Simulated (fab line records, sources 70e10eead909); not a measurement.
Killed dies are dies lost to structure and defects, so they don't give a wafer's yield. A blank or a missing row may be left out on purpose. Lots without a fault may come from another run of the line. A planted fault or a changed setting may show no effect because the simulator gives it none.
A struck lot beside a sound one | flow nand_harc | 14 steps out of a route of 1159
Sound: wafers L226.2, L226.4, L226.5. Struck: wafers L212.1, L212.6. (L212.3 of the same lot was not struck and is left out.) The cause comes at the end.
At each step with rows: each side's tool, then ch and its chambers, then its first start. Under that, the readings that differ: sound wafers | struck wafers | difference of the means | sigmas: that difference in standard deviations of wafers without a fault.
alike: readings whose means differ by less than 2 such deviations, and words and numbers that are the same on both sides. not compared: withheld readings, readings that some wafer has no value for, bounds like >300 that may hide the same value, and numbers for which the record gives no deviation and whose values overlap.
The two part at a step that has a row with sigmas, a row that says differs or no value, or rows on one side only. Numbers that don't overlap but have no deviation are shown without sigmas and don't part them. A reading that every wafer of one side lacks parts them only if that side has two wafers or more.

first, 1 step without rows for these wafers: NHARC_A_STAIRCASE_DESCUM_291 (chemistry O2, time 3 s).
NHARC_A_STAIRCASE_ETCH_292: etches the open film in CF4/CHF3.
  sound on rie_diel-02 ch 1,2, day 16 06:04; struck on rie_diel-02 ch 0,3, day 12 15:19
  alike: chamber_pressure_mTorr, chf3_flow_sccm, drypump_motor_current_A, oes_product_au, rf_vpp_V, showerhead_plenum_p_Torr, throttle_valve_pct
  not compared: rf_hours_counter_h
NHARC_A_STAIRCASE_HM_OPEN_460: chemistry O2/COS.
  sound on rie_diel-02 ch 0,2,3; struck on rie_diel-02 ch 1,2
  alike: chamber_pressure_mTorr, drypump_motor_current_A, oes_product_au, rf_vpp_V, showerhead_plenum_p_Torr, throttle_valve_pct
  not compared: rf_hours_counter_h
then, 1 step without rows for these wafers: NHARC_A_STAIRCASE_STRIP_461 (strips in O2/COS).
NHARC_A_STAIRCASE_ETCH_452: etches the open film in CF4/O2, target depth 30 nm, overetch 3 nm, time 16.5 s.
  sound on rie_diel-02 ch 1,2; struck on rie_diel-02 ch 2,3
  alike: chamber_pressure_mTorr, drypump_motor_current_A, oes_ar_750_au, oes_product_au, rf_vpp_V, showerhead_plenum_p_Torr, throttle_valve_pct
  not compared: rf_hours_counter_h
NHARC_A_STAIRCASE_ETCH_294: etches the open film in C4F8/O2/Ar, target depth 4992 nm, time 1212.4 s.
  sound on rie_diel-02 ch 0,1,2; struck on rie_diel-02 ch 0,3
  alike: chamber_pressure_mTorr, oes_product_au, rf_vpp_V
  not compared: rf_hours_counter_h
then, 4 steps without rows for these wafers: NHARC_A_STAIRCASE_STRIP_295 (strips in O2); NHARC_A_STAIRCASE_STRIP_296 (strips in SPM, time 900 s); NHARC_A_STAIRCASE_PRECLEAN_297 (cleans in SC1); NHARC_A_STAIRCASE_SRD_298.
NHARC_A_STAIRCASE_HM_DEP_462: deposits aC, target thk 800 nm.
  sound on acl_dep-01 ch 0, day 16 08:34; struck on acl_dep-03 ch 0, day 12 17:31
  alike: throttle_valve_pct
NHARC_A_STAIRCASE_DEP_301: deposits SiON, target thk 30 nm.
  sound on pecvd-02 ch 0,1, day 16 10:10; struck on pecvd-03 ch 0, day 12 19:22
  reading              | sound             | struck      | difference | sigmas
  rf_fwd_power_W (W)   | 349.8 349.1 348.9 | 210.1 209.8 | -139.3     | -99 or more
  showerhead_vpp_V (V) | 1158 1149 1129    | 894 872     | -262       | -7
  alike: heater_power_w
then, 1 step without rows for these wafers: NHARC_A_STAIRCASE_DEHYDRATE_302 (time 120 s).
-- the record jumps here: 8 days lie between the struck wafers' starts before and after (it left off in module A_STAIRCASE and takes up again in module END, whose first step shown is number 1159 of the route) --
NHARC_END_SORT_01:
  sound on prober-01 ch 0, day 24 00:19; struck on prober-01 ch 0, day 20 15:23
  reading     | sound | struck | difference | sigmas
  killed_open | 0 1 2 | 5 5    | +4         | +2
  alike: killed_at_array, killed_at_other, killed_at_periphery, killed_dies, killed_short

WHERE THEY PART
First at NHARC_A_STAIRCASE_DEP_301; last, within this record, at NHARC_END_SORT_01.

WHY: what the simulator had put in
Process parameter drift: pecvd-03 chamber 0, from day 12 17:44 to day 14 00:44, at NHARC_A_STAIRCASE_DEP_301. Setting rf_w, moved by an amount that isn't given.
